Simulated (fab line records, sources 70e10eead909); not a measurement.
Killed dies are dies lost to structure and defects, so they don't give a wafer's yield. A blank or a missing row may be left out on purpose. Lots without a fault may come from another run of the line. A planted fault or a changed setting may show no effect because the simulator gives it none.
Chamber matching | flow nand_harc | NHARC_P_CONTACT_ALD_22 on ald_metal-04: 4 sister chambers
The step deposits TiN, target thk 3 nm, pulse time 1 s, ald cycles 150. 16 wafers are shown with their chamber, then 8 later ones without.

WAFERS WITH THEIR CHAMBER
wafer  | chamber | heater_power_w (W) | precursor_pulse_height_rel
L076.1 | 2       | 1207               | 0.957
L076.2 | 1       | 1154               | 1.035
L076.3 | 3       | 1065               | 0.993
L077.1 | 0       | 1102               | 1.009
L077.2 | 1       | 1156               | 0.987
L077.5 | 0       | 1064               | 1.023
L080.1 | 1       | 1159               | 1.007
L080.3 | 2       | 1216               | 1.019
L080.5 | 2       | 1216               | 0.992
L083.2 | 3       | 1070               | 1.001
L083.3 | 0       | 1084               | 1.015
L083.4 | 2       | 1212               | 1.019
L088.2 | 0       | 1099               | 1.017
L088.3 | 3       | 1068               | 1.012
L088.5 | 0       | 1102               | 0.998
L091.2 | 0       | 1056               | 0.976

SIGNATURES (means of the wafers above)
reading                    | chamber 0 | chamber 1 | chamber 2 | chamber 3 | scatter within a chamber
heater_power_w             | 1084.50   | 1156.33   | 1212.75   | 1067.67   | 13.3
precursor_pulse_height_rel | 1.00633   | 1.00967   | 0.99675   | 1.00200   | 0.0212
Rule: a wafer's distance from a chamber is the root of the sum, over the readings, of the square of ((its reading less the chamber's mean) divided by the reading's scatter). The wafer belongs to the nearest chamber; if the next one is less than 2 further off, it can't be placed. The scatter: the root of (the sum of the squares of (reading less its chamber's mean) over the shown wafers, divided by (wafers less chambers)).

WAFERS WITHOUT THEIR CHAMBER
wafer  | heater_power_w (W) | precursor_pulse_height_rel
L091.5 | 1099               | 1.019
L091.6 | 1045               | 1.023
L093.1 | 1085               | 1.002
L093.2 | 1218               | 1.021
L093.5 | 1153               | 0.981
L094.1 | 1048               | 1.020
L094.3 | 1214               | 1.002
L094.5 | 1049               | 1.005

WHICH CHAMBER EACH WENT THROUGH
wafer  | from the rows above     | in truth
L091.5 | can't be placed: 0 or 3 | 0
L091.6 | can't be placed: 3 or 0 | 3
L093.1 | can't be placed: 0 or 3 | 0
L093.2 | 2                       | 2
L093.5 | 1                       | 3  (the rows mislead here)
L094.1 | can't be placed: 3 or 0 | 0
L094.3 | 2                       | 2
L094.5 | can't be placed: 3 or 0 | 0
Placed correctly: 2 of 8. Can't be placed from these rows: 5 (the true chamber is among the candidates in 5). Placed wrongly: 1.
